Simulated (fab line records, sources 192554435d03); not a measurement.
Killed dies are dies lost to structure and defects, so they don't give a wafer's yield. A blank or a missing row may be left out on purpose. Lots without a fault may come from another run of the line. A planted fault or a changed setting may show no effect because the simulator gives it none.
Split-lot experiment | flow n5_finfet | 7 lots, 21 wafers read, on a route of 1938 steps

THE SPLIT
At N5_BEOL_M3_COAT_22 (resist thk 30 nm), the setting spin_rpm was moved away from the recipe's 1500 rpm on 7 of the 21 wafers read, by -5.0% to +10.0%. The other wafers ran this setting at the recipe's value.

FROM THE SPLIT TO THE READING: what the file shows between them, 4 steps
- N5_BEOL_M3_EBR_24
- N5_BEOL_M3_SOFTBAKE_23: time 60 s
- N5_BEOL_M3_EXPOSE_25: exposes mask V2, defocus 5 nm
- N5_BEOL_M3_PEB_26: peb time 60 s

THE READING
CAR-EUV_of_BEOL_M3_COAT_22.thk_nm (the simulator's own value, which no gauge read), in nm, at N5_BEOL_M3_DEVELOP_27 (develop time 30 s). The file gives no usual value for it.

wafer  | tool, chamber at the split | spin_rpm as run, rpm | against the recipe | CAR-EUV_of_BEOL_M3_COAT_22.thk_nm, nm | against lot-mates on the recipe
L076.1 | litho_track-05, 0          | 1500                 | recipe             | 29.6                                  | -
L076.5 | litho_track-05, 0          | 1500                 | recipe             | 29.6                                  | -
L076.6 | litho_track-05, 0          | 1500                 | recipe             | 29.6                                  | -
L080.4 | litho_track-05, 0          | 1425                 | -5.0%              | 30.4                                  | +0.8
L080.6 | litho_track-05, 0          | 1425                 | -5.0%              | 30.4                                  | +0.8
L080.5 | litho_track-05, 0          | 1500                 | recipe             | 29.6                                  | -
L082.3 | litho_track-02, 0          | 1500                 | recipe             | 29.6                                  | -
L082.6 | litho_track-02, 0          | 1500                 | recipe             | 29.6                                  | -
L082.4 | litho_track-02, 0          | 1595                 | +6.3%              | 28.6                                  | -1.0
L083.3 | litho_track-02, 0          | 1650                 | +10.0%             | 28.2                                  | -1.4
L083.5 | litho_track-02, 0          | 1650                 | +10.0%             | 28.2                                  | -1.4
L083.4 | litho_track-02, 0          | 1500                 | recipe             | 29.6                                  | -
L084.1 | litho_track-02, 0          | 1500                 | recipe             | 29.6                                  | -
L084.3 | litho_track-02, 0          | 1500                 | recipe             | 29.6                                  | -
L084.6 | litho_track-02, 0          | 1500                 | recipe             | 29.6                                  | -
L085.1 | litho_track-01, 0          | 1500                 | recipe             | 29.6                                  | -
L085.3 | litho_track-01, 0          | 1500                 | recipe             | 29.6                                  | -
L085.6 | litho_track-01, 0          | 1500                 | recipe             | 29.6                                  | -
L096.3 | litho_track-01, 0          | 1500                 | recipe             | 29.6                                  | -
L096.5 | litho_track-01, 0          | 1630                 | +8.7%              | 28.6                                  | -1.0
L096.6 | litho_track-01, 0          | 1630                 | +8.7%              | 28.4                                  | -1.2

THE FIT
A straight line over all 21 wafers: CAR-EUV_of_BEOL_M3_COAT_22.thk_nm changes by -0.141 nm for each +1% of spin_rpm; r = -1.00; the points scatter about the line by 0.062 nm.
The same after taking each lot's own level away (the mean of its wafers on the recipe; 21 wafers): -0.141 nm for each +1%; r = -1.00; scatter 0.062 nm.
On that fit, the largest move of spin_rpm shifts the reading by 1.4 nm.
The lots' own levels span 29.60 to 29.60 nm.
So the lot-to-lot level changes the slope little: the two slopes agree.
Check: with one of the wafers moved furthest among these (+10.0%) left out of the fit, the line predicts -1.39 nm for it against its lot-mates. It came out at -1.4 nm against them.

OTHER SPLITS ON THESE WAFERS
These wafers also went through other splits before the reading. Each is held against what the fit with the lots' levels taken away leaves over:
other split on the same wafers | wafers away from the commonest value | r with CAR-EUV_of_BEOL_M3_COAT_22.thk_nm (lot level and that fit taken away)
N5_BEOL_M3_COAT_67 spin_rpm    | 3                                    | +0.16

THE WHOLE CHAIN: every reading that the file lists as answering this split, in the file's order
step                  | what it does      | reading                                                                            | change (the file's fit)               | r (the file's)
N5_BEOL_M3_COAT_22    | resist thk 30 nm  | CAR-EUV_of_BEOL_M3_COAT_22.thk_nm (the simulator's own value, which no gauge read) | -0.146 nm for each +1% of the setting | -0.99
N5_BEOL_M3_DEVELOP_27 | develop time 30 s | CAR-EUV_of_BEOL_M3_COAT_22.thk_nm (the simulator's own value, which no gauge read) | -0.141 nm for each +1% of the setting | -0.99

THE FILE'S OWN FIT
CAR-EUV_of_BEOL_M3_COAT_22.thk_nm changes by -0.141 nm for each +1% of spin_rpm, r = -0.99.
